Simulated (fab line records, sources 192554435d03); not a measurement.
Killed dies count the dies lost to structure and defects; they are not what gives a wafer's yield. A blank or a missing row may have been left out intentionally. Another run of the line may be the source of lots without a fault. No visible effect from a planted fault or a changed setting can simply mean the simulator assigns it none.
Lot-split experiment    flow n5_finfet    7 lots, 21 wafers read, on a route of 1938 steps

== ABOUT THE SPLIT ==
At N5_BEOL_M0_CUTY_COAT_51 (resist thk 150 nm), the setting spin_rpm was moved away from the recipe's 1500 rpm on 5 of the 21 wafers read, by -4.5% to +8.7%. All remaining wafers had this setting at the recipe value.

== FROM THE SPLIT TO THE READING: what the file shows between them, 3 steps ==
- N5_BEOL_M0_CUTY_EBR_52
- N5_BEOL_M0_CUTY_SOFTBAKE_53: time 60 s
- N5_BEOL_M0_CUTY_DESCUM_61: chemistry O2, time 7.9 s

== THE READING ==
CAR-ArF-block_of_BEOL_M0_CUTY_COAT_51.thk_nm (the simulator's own value, which no gauge read), in nm, at N5_BEOL_M0_CUTY_ETCH_62 (etches SiARC in CF4, time 58.5 s). The file does not state a usual value for it. Average 118.3 nm, standard deviation 0.39 nm, over the 16 wafers here run with the recipe.

wafer   tool, chamber at the split  spin_rpm as run, rpm  against the recipe  CAR-ArF-block_of_BEOL_M0_CUTY_COAT_51.thk_nm, nm  against lot-mates on the recipe
L078.3  litho_track-02, 0           1500                  recipe              119                                               -
L078.4  litho_track-02, 0           1500                  recipe              119                                               -
L078.5  litho_track-02, 0           1500                  recipe              118.8                                             -
L081.2  litho_track-05, 0           1500                  recipe              118.6                                             -
L081.4  litho_track-05, 0           1500                  recipe              118.6                                             -
L081.3  litho_track-05, 0           1579                  +5.3%               114.4                                             -4.2
L083.2  litho_track-05, 0           1500                  recipe              118.4                                             -
L083.3  litho_track-05, 0           1500                  recipe              118                                               -
L083.5  litho_track-05, 0           1500                  recipe              118.2                                             -
L087.3  litho_track-05, 0           1432                  -4.5%               121.8                                             +3.9
L087.4  litho_track-05, 0           1500                  recipe              118.2                                             -
L087.5  litho_track-05, 0           1500                  recipe              117.6                                             -
L092.1  litho_track-05, 0           1630                  +8.7%               112                                               -6.3
L092.3  litho_track-05, 0           1500                  recipe              118.2                                             -
L092.4  litho_track-05, 0           1500                  recipe              118.4                                             -
L096.2  litho_track-05, 0           1500                  recipe              118                                               -
L096.5  litho_track-05, 0           1500                  recipe              118.2                                             -
L096.6  litho_track-05, 0           1500                  recipe              118.4                                             -
L097.1  litho_track-05, 0           1549                  +3.3%               116                                               -1.8
L097.2  litho_track-05, 0           1500                  recipe              117.8                                             -
L097.6  litho_track-05, 0           1549                  +3.3%               115.6                                             -2.2

THE FIT
A straight line over all 21 wafers: CAR-ArF-block_of_BEOL_M0_CUTY_COAT_51.thk_nm changes by -0.746 nm for each +1% of spin_rpm; r = -0.98; the points scatter about the line by 0.36 nm.
The same after taking each lot's own level away (the mean of its wafers on the recipe; 21 wafers): -0.75 nm for each +1%; r = -0.99; scatter 0.24 nm.
On that fit, the largest move of spin_rpm shifts the reading by 6.5 nm.
The lots' own levels span 117.80 to 118.93 nm, that is 2.9 times the standard deviation above.
Hence the lot-to-lot level has little effect on the slope; both slopes agree.
Check: with one of the wafers moved furthest among these (+8.7%) left out of the fit, the line predicts -6.57 nm for it against its lot-mates. It came out at -6.3 nm against them.

== THE OTHER SPLITS THESE WAFERS WENT THROUGH ==
Other splits were also applied to these wafers ahead of the reading. Each is held against what the fit with the lots' levels taken away leaves over:
other split on the same wafers         wafers away from the commonest value  r with CAR-ArF-block_of_BEOL_M0_CUTY_COAT_51.thk_nm (lot level and that fit taken away)
N5_SD_EPI_N_DESCUM_14 time_s           8                                     +0.52
N5_SD_EPI_N_ETCH_35 time_s             7                                     -0.14
N5_SDB_EXPOSE_08 dose_mj               10                                    -0.11
N5_SDB_ETCH_18 source_w                5                                     +0.25
N5_HKMG_FIN_COAT_06 spin_rpm           7                                     -0.32
N5_HKMG_FIN_DEVELOP_11 develop_time_s  7                                     -0.33
N5_MOL_CONTACT_COAG_DESCUM_45 time_s   4                                     -0.13
N5_BEOL_M0_SAQP_ETCH_88 source_w       5                                     +0.35

== THE WHOLE CHAIN: every reading that the file lists as answering this split, in the file's order ==
step                       what it does                      reading                                                                                        change (the file's fit)                r (the file's)
N5_BEOL_M0_CUTY_COAT_51    resist thk 150 nm                 CAR-ArF-block_of_BEOL_M0_CUTY_COAT_51.thk_nm (the simulator's own value, which no gauge read)  -0.743 nm for each +1% of the setting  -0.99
N5_BEOL_M0_CUTY_DESCUM_61  chemistry O2, time 7.9 s          CAR-ArF-block_of_BEOL_M0_CUTY_COAT_51.thk_nm (the simulator's own value, which no gauge read)  -0.726 nm for each +1% of the setting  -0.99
N5_BEOL_M0_CUTY_ETCH_62    etches SiARC in CF4, time 58.5 s  CAR-ArF-block_of_BEOL_M0_CUTY_COAT_51.thk_nm (the simulator's own value, which no gauge read)  -0.753 nm for each +1% of the setting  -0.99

== FILE'S OWN FIT ==
CAR-ArF-block_of_BEOL_M0_CUTY_COAT_51.thk_nm changes by -0.753 nm for each +1% of spin_rpm, r = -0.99.
